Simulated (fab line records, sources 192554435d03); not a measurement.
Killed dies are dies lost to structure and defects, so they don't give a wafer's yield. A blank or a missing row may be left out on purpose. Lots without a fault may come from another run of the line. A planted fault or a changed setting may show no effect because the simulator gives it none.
Chamber matching | flow n5_finfet | N5_BEOL_M8_ETCH_62 on rie_diel-04: 4 sister chambers
The step etches SOC in N2/H2, target depth 110 nm, overetch 22 nm, time 165 s. 8 wafers are shown with their chamber, then 8 later ones without.

WAFERS WITH THEIR CHAMBER
wafer  | chamber | drypump_motor_current_A (A) | showerhead_plenum_p_Torr (Torr)
L081.5 | 2       | 4.8                         | 2.47
L084.1 | 3       | 5.7                         | 2.41
L084.5 | 1       | 5.3                         | 2.59
L084.6 | 0       | 5.9                         | 2.41
L090.2 | 1       | 5.3                         | 2.59
L090.3 | 0       | 5.9                         | 2.41
L090.4 | 2       | 4.8                         | 2.46
L091.1 | 3       | 5.6                         | 2.40

WAFERS WITHOUT THEIR CHAMBER
wafer  | drypump_motor_current_A (A) | showerhead_plenum_p_Torr (Torr)
L091.3 | 5.9                         | 2.41
L091.4 | 5.6                         | 2.40
L096.1 | 5.3                         | 2.59
L096.2 | 4.8                         | 2.45
L096.4 | 5.9                         | 2.40
L097.4 | 5.6                         | 2.40
L097.5 | 5.3                         | 2.58
L097.6 | 4.8                         | 2.45

WHICH CHAMBER EACH WENT THROUGH
wafer  | from the rows above | in truth
L091.3 | 0                   | 0
L091.4 | 3                   | 3
L096.1 | 1                   | 1
L096.2 | 2                   | 2
L096.4 | 0                   | 0
L097.4 | 3                   | 3
L097.5 | 1                   | 1
L097.6 | 2                   | 2
Placed correctly: 8 of 8. Can't be placed from these rows: 0. Placed wrongly: 0.
How it was worked out, from the rows above alone: a wafer's distance from a chamber is the root of the sum, over the readings, of the square of ((its reading less the chamber's mean) divided by the reading's scatter). The wafer belongs to the nearest chamber; if the next one is less than 2 further off, it can't be placed. A chamber's mean is the mean of its shown wafers. The scatter: the root of (the sum of the squares of (reading less its chamber's mean) over the shown wafers, divided by (wafers less chambers)).
